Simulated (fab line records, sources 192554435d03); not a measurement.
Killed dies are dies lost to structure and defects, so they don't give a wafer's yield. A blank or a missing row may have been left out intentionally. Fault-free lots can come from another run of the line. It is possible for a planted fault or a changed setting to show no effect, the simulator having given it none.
One fault seen from 2 desks / flow n5-finfet / numbers are kept per desk, each desk with only its own; the story behind them comes last

DESK OF THE TOOL OWNER: rie-diel-01
The tool's own readings at N5_MOL_CONTACT_COAG_ETCH_106 (etches SOC in N2/H2, target depth 80 nm, overetch 16 nm, time 120 s): means of the sampled wafers that have a number, for each lot that ran on this tool. If a lot's mean is further than 4 standard deviations from the usual mean, the lot is out of limits and carries the mark OUT (the distance appears in the brackets).
Columns: A = drypump-motor-current-A at N5_MOL_CONTACT_COAG_ETCH_106, usual 5.9 A; B = oes-product-au at N5_MOL_CONTACT_COAG_ETCH_106, usual 0.71 a.u.; C = rf-vpp-V at N5_MOL_CONTACT_COAG_ETCH_106, usual 523.2 V; D = showerhead-plenum-p-Torr at N5_MOL_CONTACT_COAG_ETCH_106, usual 2.52 Torr; E = throttle-valve-pct at N5_MOL_CONTACT_COAG_ETCH_106, usual 17.81 %
lot=L367; first seen here=day 4 13:23; A=6.0; B=0.71; C=523.3; D=2.49; E=17.74
lot=L369; first seen here=day 5 02:16; A=5.9; B=0.70; C=522.4; D=2.49; E=17.78
lot=L371; first seen here=day 5 16:13; A=5.9; B=0.70; C=522.1; D=2.48; E=17.78
lot=L379; first seen here=day 7 15:14; A=6.1; B=0.66; C=522.3; D=2.50; E=17.73
Result from this desk: across the 4 lots, nothing is out of limits.

METROLOGY DESK
What the gauges read, lot by lot, whatever tool the lot ran on: means of the sampled wafers that have a number. If a lot's mean is further than 4 standard deviations from the usual mean, the lot is out of limits and carries the mark OUT (the distance appears in the brackets). Only the readings that lie furthest out on some lot appear, 7 of the 11 it has.
Columns: A = DIBL_N at N5_BEOL_M4_RC_MEAS_101, usual 36.3 mV/V; B = DIBL_P at N5_BEOL_M4_RC_MEAS_101, usual 36.5 mV/V; C = IOFF_P at N5_BEOL_M4_RC_MEAS_101, usual 0.22 nA/um; D = RC_P at N5_BEOL_M4_RC_MEAS_101, usual 19.2 ohm.um; E = SS_N at N5_BEOL_M4_RC_MEAS_101, usual 71.5 mV/dec; F = SS_P at N5_BEOL_M4_RC_MEAS_101, usual 73.3 mV/dec; G = VT_P at N5_BEOL_M4_RC_MEAS_101, usual -250 mV
lot=L367; first seen here=day 8 10:20; A=33.9; B=34.1; C=0.16; D=19.6; E=71.3; F=73.1; G=-255
lot=L368; first seen here=day 9 01:08; A=37.9; B=37.6; C=0.25; D=19.1; E=71.8; F=74.1; G=-246
lot=L370; first seen here=day 9 08:10; A=34.4; B=35.9; C=0.19; D=19.5; E=71.1; F=73.7; G=-251
lot=L369; first seen here=day 9 08:17; A=36.7; B=35.8; C=0.24; D=19.4; E=71.8; F=73.2; G=-247
lot=L371; first seen here=day 9 14:32; A=37.1; B=37.2; C=0.23; D=19.1; E=71.5; F=73.2; G=-249
lot=L372; first seen here=day 9 16:22; A=36.5; B=37.5; C=0.21; D=19.3; E=71.4; F=74.3; G=-251
lot=L379; first seen here=day 11 20:50; A=36.0; B=34.4; C=0.18; D=19.8; E=71.5; F=73.0; G=-252
lot=L381; first seen here=day 12 06:45; A=36.9; B=36.7; C=0.22; D=19.0; E=72.2; F=73.1; G=-249
lot=L389; first seen here=day 14 04:17; A=35.5; B=36.2; C=0.21; D=19.5; E=71.7; F=73.6; G=-250
lot=L390; first seen here=day 14 08:29; A=37.1; B=36.8; C=0.26; D=18.7; E=71.8; F=73.8; G=-246
Result from this desk: across the 10 lots, nothing is out of limits.

BROUGHT TOGETHER
Nothing out of limits was seen by the tool owner's desk.
Nothing out of limits was seen by the metrology desk.

WHAT THE SIMULATOR HAD INSERTED
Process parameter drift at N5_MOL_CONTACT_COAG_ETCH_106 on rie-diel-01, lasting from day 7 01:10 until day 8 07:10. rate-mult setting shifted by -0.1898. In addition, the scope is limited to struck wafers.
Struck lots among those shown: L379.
